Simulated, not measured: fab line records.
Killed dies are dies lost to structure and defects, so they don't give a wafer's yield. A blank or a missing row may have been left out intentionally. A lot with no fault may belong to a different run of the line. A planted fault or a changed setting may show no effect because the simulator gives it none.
Which tool is to blame?	flow n5 finfet	72 wafers from 24 lots sampled at 3 of the route's 1938 steps

## WHAT THE GAUGES SHOWED, per wafer
N5_BEOL_M2_THK_MEAS_01.
lot	measured	on	M2_ILD_THK (nm)
L074	day 6 19:26	film metro-02	79.3 79.3 79.8
L075	day 6 20:19	film metro-02	78.8 79.8 79.1
L076	day 7 02:15	film metro-01	77.0 77.8 79.3
L077	day 7 08:16	film metro-02	77.2 78.1 79.9
L078	day 7 08:51	film metro-01	80.7 79.9 79.8
L079	day 7 17:52	film metro-01	79.3 79.6 79.5
L080	day 8 00:29	film metro-02	79.3 77.9 80.5
L082	day 8 22:21	film metro-01	78.9 79.8 78.1
L081	day 9 00:14	film metro-02	78.1 76.0 78.2
L083	day 9 02:57	film metro-02	78.5 80.6 78.9
L084	day 9 07:16	film metro-02	79.4 77.6 79.8
L085	day 9 07:49	film metro-02	78.3 80.4 78.6
L087	day 9 15:32	film metro-02	77.9 80.6 80.4
L086	day 9 16:16	film metro-02	77.5 79.0 79.4
L088	day 10 05:55	film metro-02	78.3 77.5 79.5
L089	day 10 14:01	film metro-02	76.8 78.3 78.6
L090	day 10 17:22	film metro-02	78.5 80.1 79.4
L092	day 11 03:07	film metro-02	77.4 79.8 78.9
L091	day 11 03:25	film metro-02	78.4 78.6 80.2
L093	day 11 06:14	film metro-01	80.1 80.5 79.8
L095	day 12 00:10	film metro-01	79.1 79.3 79.5
L094	day 12 00:13	film metro-01	79.7 80.8 80.8
L097	day 12 02:04	film metro-01	78.8 79.5 79.1
L096	day 12 02:04	film metro-02	78.8 79.7 80.7

N5_BEOL_M2_CD_MEAS_11: the cd target is 16.79 nm.
lot	measured	on	cd nm (nm)
L074	day 6 22:00	cd sem-03	16.76 16.86 16.61
L075	day 6 22:28	cd sem-01	16.75 16.78 16.80
L076	day 7 04:32	cd sem-02	16.71 16.64 16.74
L077	day 7 11:29	cd sem-03	16.57 16.38 16.79
L078	day 7 12:16	cd sem-03	16.59 16.72 17.24
L079	day 7 19:28	cd sem-02	16.17 16.60 16.10
L080	day 8 01:05	cd sem-01	16.41 16.69 16.73
L082	day 8 23:19	cd sem-03	16.30 16.70 16.58
L081	day 9 02:29	cd sem-02	16.84 16.92 16.77
L083	day 9 03:48	cd sem-02	16.58 16.60 17.08
L084	day 9 09:41	cd sem-01	16.65 16.70 16.52
L085	day 9 09:46	cd sem-01	16.79 16.85 17.08
L087	day 9 16:53	cd sem-01	16.67 16.42 16.56
L086	day 9 17:21	cd sem-01	16.49 16.53 16.57
L088	day 10 08:02	cd sem-03	16.51 16.66 16.40
L089	day 10 15:28	cd sem-01	16.65 16.52 16.98
L090	day 10 20:00	cd sem-03	16.67 16.65 16.96
L092	day 11 05:22	cd sem-02	16.23 16.37 16.58
L091	day 11 05:25	cd sem-02	16.61 16.99 16.54
L093	day 11 07:05	cd sem-03	16.63 16.94 16.69
L095	day 12 02:47	cd sem-01	16.46 16.50 16.60
L094	day 12 02:58	cd sem-02	16.68 16.60 16.59
L097	day 12 03:20	cd sem-03	16.48 16.51 17.09
L096	day 12 03:22	cd sem-01	17.20 16.88 16.35

N5_BEOL_M2_OVL_MEAS_12.
lot	measured	on	M2_OVL (nm)
L074	day 6 22:02	overlay-01	0.2 0.6 0.8
L075	day 6 22:31	overlay-01	1.0 1.5 1.1
L076	day 7 04:34	overlay-02	-0.5 -0.3 0.4
L077	day 7 11:31	overlay-01	1.3 0.3 -0.8
L078	day 7 12:18	overlay-01	-0.5 0.6 0.2
L079	day 7 19:30	overlay-01	0.3 0.9 0.8
L080	day 8 01:07	overlay-02	0.1 -0.3 0.1
L082	day 8 23:21	overlay-02	1.2 0.8 0.6
L081	day 9 02:31	overlay-01	0.4 0.5 0.1
L083	day 9 03:50	overlay-01	-0.7 0.5 0.0
L084	day 9 09:44	overlay-02	0.9 0.8 1.5
L085	day 9 09:49	overlay-02	-0.4 0.9 0.6
L087	day 9 16:55	overlay-02	1.0 -0.3 0.9
L086	day 9 17:23	overlay-02	0.8 1.5 0.6
L088	day 10 08:04	overlay-02	-0.1 -0.3 -0.7
L089	day 10 15:30	overlay-01	0.5 0.5 0.2
L090	day 10 20:02	overlay-01	-0.5 -0.3 -0.1
L092	day 11 05:25	overlay-01	0.8 0.8 1.0
L091	day 11 05:26	overlay-02	0.9 1.1 1.4
L093	day 11 07:08	overlay-02	-1.1 -0.9 -0.8
L095	day 12 02:49	overlay-02	0.2 -0.5 -0.1
L094	day 12 03:00	overlay-02	-0.3 -0.3 0.9
L097	day 12 03:22	overlay-02	0.3 1.0 0.2
L096	day 12 03:25	overlay-01	0.1 0.2 -0.6

## TOOL THAT RAN EACH LOT (tool first, then ch and the chambers of the sampled wafers, then the start)
The record shows no process step preceding these readings.

## AS READ BY THE TOOLS THEMSELVES (means over the sampled wafers that have a number; for cases with no such wafer, the mark the record gives instead)
The record holds no such reading with a usual standard deviation.

## THE ANSWER, worked out from the rows above alone
Rule: what is usual is taken from the lots themselves. Put in order of their means at a reading, lots are off if they are a third of the lots or fewer, leave a main group of 4 or more, and stand apart from it by a gap of 3 or more times the standard deviation of the main group's means; of several such gaps the widest counts. The tables above print the reading to a certain number of digits; a main group whose means all agree to those digits is not used. Also off: a lot with no number at a reading for which 4 or more lots have one. Where the step has rows for the other lots, those lots are counted as sound. The gauges are gone through in route order, then the tools' own readings, and for those a lot's mean is taken as printed above. At the first step where some lot is off, the reading lying furthest off is the one used; lots without a number count as furthest.
None of the lots is off at any reading shown; this tells nothing.

## WHAT THE SIMULATOR PUT IN
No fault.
